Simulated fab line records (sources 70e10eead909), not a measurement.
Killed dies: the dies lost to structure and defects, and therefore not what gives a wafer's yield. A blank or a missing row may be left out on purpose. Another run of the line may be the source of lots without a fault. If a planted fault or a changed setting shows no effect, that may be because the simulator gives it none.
Matching of chambers + flow nand-harc + NHARC_A_WL_FILL_ALD_02 on ald-metal-01: 4 sister chambers
The step deposits TiN, target thk 2 nm, pulse time 3 s, ald cycles 100. 7 wafers are shown with their chamber, then 7 later ones without.

## WAFERS WITH THEIR CHAMBER
| wafer  | chamber | heater-power-outer-w (W) | heater-power-w (W) |
|--------|---------|--------------------------|--------------------|
| L075.6 | 2       | 650                      | 1009               |
| L079.1 | 1       | 572                      | 991                |
| L080.1 | 3       | 645                      | 992                |
| L080.2 | 0       | 602                      | 934                |
| L080.3 | 1       | 582                      | 1022               |
| L083.2 | 3       | 664                      | 968                |
| L083.4 | 0       | 605                      | 949                |

## WAFERS WITHOUT THEIR CHAMBER
| wafer  | heater-power-outer-w (W) | heater-power-w (W) |
|--------|--------------------------|--------------------|
| L083.5 | 569                      | 1002               |
| L091.2 | 601                      | 915                |
| L091.4 | 580                      | 999                |
| L091.6 | 613                      | 899                |
| L094.1 | 608                      | 931                |
| L094.4 | 597                      | 894                |
| L094.6 | 650                      | 954                |

## EACH ONE'S CHAMBER
| wafer  | from the rows above     | in truth |
|--------|-------------------------|----------|
| L083.5 | 1                       | 1        |
| L091.2 | 0                       | 0        |
| L091.4 | 1                       | 1        |
| L091.6 | 0                       | 0        |
| L094.1 | 0                       | 0        |
| L094.4 | 0                       | 0        |
| L094.6 | can't be placed: 3 or 2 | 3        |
Correctly placed: 6 of 7. Can't be placed from these rows: 1 (the true chamber is among the candidates in 1). Wrongly placed: 0.
How it was worked out, from the rows above alone: a wafer's distance from a chamber is the root of the sum, over the readings, of the square of ((its reading less the chamber's mean) divided by the reading's scatter). If the next closest chamber is less than 2 further off than the closest, the wafer can't be placed; otherwise it belongs to the closest. For every chamber, the mean is computed from those of its wafers that are shown. The scatter is the square root of a quotient: the sum, over the shown wafers, of each reading's squared deviation from its chamber's mean, divided by wafers minus chambers.
